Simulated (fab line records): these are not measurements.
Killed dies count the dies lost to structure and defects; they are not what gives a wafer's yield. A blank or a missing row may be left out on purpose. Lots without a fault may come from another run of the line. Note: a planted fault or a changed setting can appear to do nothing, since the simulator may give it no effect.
Struck lot and sound lot, side by side -- flow nand-harc -- 40 steps out of a route of 1159
Sound: the wafers L317.2, L317.3, L317.5. Struck: wafer L326.4. (L326.1, L326.6 of the same lot were not struck and are left out.) The cause comes at the end.
For every step that has rows: the tool of each side, followed by ch and its chambers, followed by its first start. Under that, the readings that differ: sound wafers -- struck wafers -- difference of the means -- sigmas: that difference in standard deviations of wafers without a fault.
alike: same words and numbers on both sides, and readings whose means sit less than 2 such deviations apart. not compared: any withheld reading, any reading some wafer has no value for, any bound like >300 that may hide the same value, and any number with overlapping values for which the record gives no deviation.
The two part at a step that has a row with sigmas, a row that says differs or no value, or rows on one side only. When numbers do not overlap yet have no deviation, they are printed without sigmas and do not part them. A reading missing from all wafers of one side parts the sides only when that side holds two or more wafers.

NHARC_P_M1_CD_MEAS_09 targets a cd of 130 nm.
  sound on cd-sem-01 ch 0, day 6 08:55; struck on cd-sem-01 ch 0, day 9 06:54
  alike: cd-nm
NHARC_P_M1_OVL_MEAS_10: pitch 260 nm.
  sound: overlay-02 at day 6 09:00; struck: overlay-02 at day 9 06:59
  alike: overlay-x-nm, overlay-y-nm
NHARC_P_M1_INSPECT_11:
  sound: defect-inspect-01 at day 6 09:02; struck: defect-inspect-01 at day 9 07:02
  alike: raw-defect-count
then, 2 steps without rows for these wafers: NHARC_P_M1_DESCUM_14 (chemistry O2, time 3 s); NHARC_P_M1_ETCH_35 (etches the open film in N2/H2, target depth 40 nm, overetch 12 nm, time 43.94 s).
NHARC_P_M1_ETCH_15: etches the open film in C4F8/Ar, target depth 182.5 nm, time 91.2 s.
  sound: rie-diel-06 ch 0,1,2; struck: rie-diel-01 ch 1
  alike: bias-w, oes-product-au, rf-vpp-V
  not compared: rf-hours-counter-h
NHARC_P_M1_CD_MEAS_16:
  sound: cd-sem-02 at day 6 09:24; struck: cd-sem-02 at day 9 07:24
  alike: cd-nm
NHARC_P_M1_STRIP_18: strips in N2/H2.
  sound on rie-diel-12 ch 0,2, day 6 09:31; struck on rie-diel-12 ch 0, day 9 07:30
  alike: drypump-motor-current-A, h2-flow-sccm, n2-flow-sccm, oes-product-au, rf-vpp-V, showerhead-plenum-p-Torr, throttle-valve-pct
  not compared: rf-hours-counter-h
then, 4 steps without rows for these wafers: NHARC_P_M1_ETCH_28 (etches the open film in CF4/N2, target depth 30 nm, time 72.99 s); NHARC_P_M1_STRIP_19 (strips in post etch residue remover, time 600 s); NHARC_P_M1_DEGAS_29 (time 60 s); NHARC_P_M1_PRE_CLEAN_30 (time 30 s).
NHARC_P_M1_PVD_20: deposits TaN, target thk 5 nm, time 8.06 s.
  sound: pvd-sputter-03 at day 6 10:19; struck: pvd-sputter-03 at day 9 08:14
  alike: throttle-valve-pct
NHARC_P_M1_PVD_21: deposits Cu, target thk 30 nm, time 20.49 s.
  sound on pvd-sputter-03; struck on pvd-sputter-03
  alike: throttle-valve-pct
then, 3 steps without rows for these wafers: NHARC_P_M1_ECD_22 (material Cu, target thk 400 nm); NHARC_P_M1_ANNEAL_31 (time 90 s); NHARC_P_M1_CMP_23 (polishes, t overpolish 20 s, target thk 157.82 nm).
NHARC_P_M1_THK_MEAS_24: measures by xrf.
  sound: film-metro-02 at day 6 11:35; struck: film-metro-02 at day 9 09:31
  alike: thk-nm
then, 13 steps without rows for these wafers: NHARC_P_M1_SRD_25; NHARC_P_M1_PRE_CLEAN_32 (time 12 s); NHARC_P_M1_DEP_33 (deposits SiCN, target thk 30 nm); NHARC_P_M2_DEP_00 (deposits SiOC, target thk 182.5 nm); NHARC_P_M2_DEHYDRATE_01 (time 120 s); NHARC_P_M2_HMDS_02 (time 30 s); NHARC_P_M2_COAT_34 (time 65 s); NHARC_P_M2_COAT_03 (resist thk 90 nm); NHARC_P_M2_SOFTBAKE_04 (time 55 s); NHARC_P_M2_EBR_05; NHARC_P_M2_EXPOSE_06 (exposes mask P M2, target cd 170 nm); NHARC_P_M2_PEB_07 (peb time 65 s); NHARC_P_M2_DEVELOP_08 (develop time 35 s).
NHARC_P_M2_CD_MEAS_09 targets a cd of 170 nm.
  sound on cd-sem-01 ch 0, day 6 13:08; struck on cd-sem-02 ch 0, day 9 10:59
  alike: cd-nm
NHARC_P_M2_OVL_MEAS_10: pitch 340 nm.
  sound: overlay-01 at day 6 13:13; struck: overlay-02 at day 9 11:04
  alike: overlay-x-nm, overlay-y-nm
NHARC_P_M2_DESCUM_14: chemistry O2, time 3 s.
  sound on rie-diel-10 ch 1,3, day 6 13:19; struck on rie-diel-10 ch 0, day 9 11:10
  alike: drypump-motor-current-A, oes-product-au, rf-vpp-V, showerhead-plenum-p-Torr, throttle-valve-pct
  not compared: rf-hours-counter-h
then, 2 steps without rows for these wafers: NHARC_P_M2_ETCH_35 (etches the open film in N2/H2, target depth 40 nm, overetch 12 nm, time 43.94 s); NHARC_P_M2_ETCH_15 (etches the open film in C4F8/Ar, target depth 182.5 nm, time 91.2 s).
NHARC_P_M2_CD_MEAS_16:
  sound: cd-sem-02 at day 6 13:37; struck: cd-sem-02 at day 9 11:28
  alike: cd-nm
NHARC_P_M2_STRIP_18: strips in N2/H2.
  sound on rie-diel-10 ch 0,3, day 6 13:41; struck on rie-diel-10 ch 0, day 9 11:33
reading,sound,struck,difference,sigmas
oes-product-au (a.u.),1.021 1.006 1.019,0.988,-0.027,-2
  alike: drypump-motor-current-A, h2-flow-sccm, n2-flow-sccm, rf-vpp-V, showerhead-plenum-p-Torr, throttle-valve-pct
  not compared: rf-hours-counter-h
then, 1 step without rows for these wafers: NHARC_P_M2_ETCH_28 (etches the open film in CF4/N2, target depth 30 nm, time 72.99 s).
-- the record jumps here: 13 days lie between the struck wafers' starts before and after (it left off in module P_M2 and takes up again in module END, whose first step shown is number 1159 of the route) --
NHARC_END_SORT_01:
  here the record holds rows for the struck wafers (prober-02 ch 0, day 22 09:28) but none for the sound ones

== WHERE THEY PART ==
At NHARC_P_M2_STRIP_18 first; at NHARC_END_SORT_01 last (within this record only).

WHY: what the simulator had put in
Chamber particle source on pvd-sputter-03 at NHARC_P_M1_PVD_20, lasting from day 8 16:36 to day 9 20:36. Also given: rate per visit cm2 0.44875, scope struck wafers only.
